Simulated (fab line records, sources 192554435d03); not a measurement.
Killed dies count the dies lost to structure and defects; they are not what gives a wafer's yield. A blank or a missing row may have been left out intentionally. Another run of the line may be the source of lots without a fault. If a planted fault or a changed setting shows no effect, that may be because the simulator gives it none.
Chamber matching + flow n5_finfet + N5_HKMG_FIN_CMP_23 on cmp-01: 4 sister chambers
The step polishes, stops on SiNx, t overpolish 10 s, target thk 46.326 nm. 8 wafers are shown with their chamber, then 8 later ones without.

WAFERS WITH THEIR CHAMBER
| wafer  | chamber | motor_current_A (A) | time_to_endpoint_s (s) |
|--------|---------|---------------------|------------------------|
| L079.2 | 1       | 10.5                | 15.3                   |
| L079.5 | 2       | 13.0                | 8.6                    |
| L081.4 | 2       | 12.3                | 9.8                    |
| L081.6 | 1       | 10.8                | 16.1                   |
| L085.3 | 3       | 13.0                | 9.1                    |
| L085.5 | 0       | 12.4                | 11.2                   |
| L085.6 | 3       | 12.8                | 13.0                   |
| L087.3 | 0       | 13.0                | 10.7                   |

WAFERS WITH NO CHAMBER GIVEN
| wafer  | motor_current_A (A) | time_to_endpoint_s (s) |
|--------|---------------------|------------------------|
| L087.4 | 13.2                | 11.8                   |
| L087.5 | 13.3                | 9.6                    |
| L095.1 | 12.6                | 8.2                    |
| L095.3 | 13.2                | 11.9                   |
| L095.6 | 13.1                | 10.4                   |
| L097.1 | 12.6                | 9.8                    |
| L097.3 | 12.6                | 10.3                   |
| L097.6 | 13.1                | 7.4                    |

WHICH CHAMBER EACH WENT THROUGH
| wafer  | from the rows above          | in truth |
|--------|------------------------------|----------|
| L087.4 | can't be placed: 3 or 0 or 2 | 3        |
| L087.5 | can't be placed: 3 or 2 or 0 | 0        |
| L095.1 | can't be placed: 2 or 0 or 3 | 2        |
| L095.3 | can't be placed: 3 or 0 or 2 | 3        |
| L095.6 | can't be placed: 3 or 0 or 2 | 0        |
| L097.1 | can't be placed: 2 or 0 or 3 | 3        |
| L097.3 | can't be placed: 0 or 2 or 3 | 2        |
| L097.6 | can't be placed: 2 or 3 or 0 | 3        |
Placed correctly: 0 of 8. These rows do not allow placing 8 (true chamber among the candidates in 8). Wrongly placed: 0.
How it was worked out, from the rows above alone: a wafer's distance from a chamber is the root of the sum, over the readings, of the square of ((its reading less the chamber's mean) divided by the reading's scatter). If the next closest chamber is less than 2 further off than the closest, the wafer can't be placed; otherwise it belongs to the closest. The mean given for a chamber averages the wafers shown for that chamber. How the scatter is found: for the shown wafers, subtract from each reading the mean of its chamber, square and add these, divide the total by (wafers less chambers), then take the root.
